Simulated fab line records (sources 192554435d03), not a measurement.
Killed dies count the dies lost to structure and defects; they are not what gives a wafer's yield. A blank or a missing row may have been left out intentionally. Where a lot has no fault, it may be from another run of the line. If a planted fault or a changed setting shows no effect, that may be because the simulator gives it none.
Matching of chambers    flow n5_finfet    N5_SDB_ETCH_17 on rie_diel-05: 4 sister chambers
The step etches SiARC in CF4, target depth 23.4 nm, time 39 s. 14 wafers are shown with their chamber, then 7 later ones without.

WAFERS, EACH WITH ITS CHAMBER
wafer   chamber  showerhead_plenum_p_Torr (Torr)  etch_rf_on_time_s (s)  throttle_valve_pct (%)
L079.2  3        2.12                             41.0                   15.83
L079.3  1        2.12                             40.1                   15.22
L079.4  2        2.17                             38.0                   15.30
L084.2  1        2.12                             40.0                   15.24
L084.4  3        2.12                             39.7                   15.33
L084.5  2        2.16                             38.3                   15.30
L088.3  1        2.11                             40.0                   15.26
L088.5  3        2.11                             40.1                   15.33
L088.6  2        2.16                             37.9                   15.32
L089.2  3        2.11                             40.4                   15.35
L089.4  2        2.16                             38.8                   15.32
L089.6  2        2.16                             38.7                   15.32
L091.1  1        2.11                             40.3                   15.25
L091.2  0        2.17                             40.2                   15.52

SIGNATURES (means of the wafers above)
reading                   chamber 0  chamber 1  chamber 2  chamber 3  scatter within a chamber
showerhead_plenum_p_Torr  2.1700     2.1150     2.1620     2.1150     0.00529
etch_rf_on_time_s         40.200     40.100     38.340     40.300     0.401
throttle_valve_pct        15.5200    15.2425    15.3120    15.4600    0.136
Rule: a wafer lies at a distance from a chamber equal to the root of the sum of squares, over the readings, of (its reading less the chamber's mean, divided by the reading's scatter). If the next closest chamber is less than 2 further off than the closest, the wafer can't be placed; otherwise it belongs to the closest. The scatter: take each reading less its chamber's mean, square it, sum over the shown wafers, divide by the number of wafers less the number of chambers, and take the root.

WAFERS WITH NO CHAMBER GIVEN
wafer   showerhead_plenum_p_Torr (Torr)  etch_rf_on_time_s (s)  throttle_valve_pct (%)
L091.4  2.11                             40.3                   15.36
L096.2  2.11                             40.2                   15.35
L096.3  2.11                             40.3                   15.26
L096.4  2.17                             39.7                   15.55
L097.1  2.11                             40.2                   15.28
L097.2  2.16                             37.8                   15.34
L097.4  2.11                             39.8                   15.36

CHAMBER TAKEN BY EACH
wafer   from the rows above      in truth
L091.4  can't be placed: 3 or 1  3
L096.2  can't be placed: 1 or 3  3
L096.3  can't be placed: 1 or 3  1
L096.4  0                        0
L097.1  can't be placed: 1 or 3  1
L097.2  2                        2
L097.4  can't be placed: 1 or 3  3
Placed correctly: 2 of 7. Cannot be placed on the basis of these rows: 5; the candidates contain the true chamber in 5. Wrongly placed: 0.
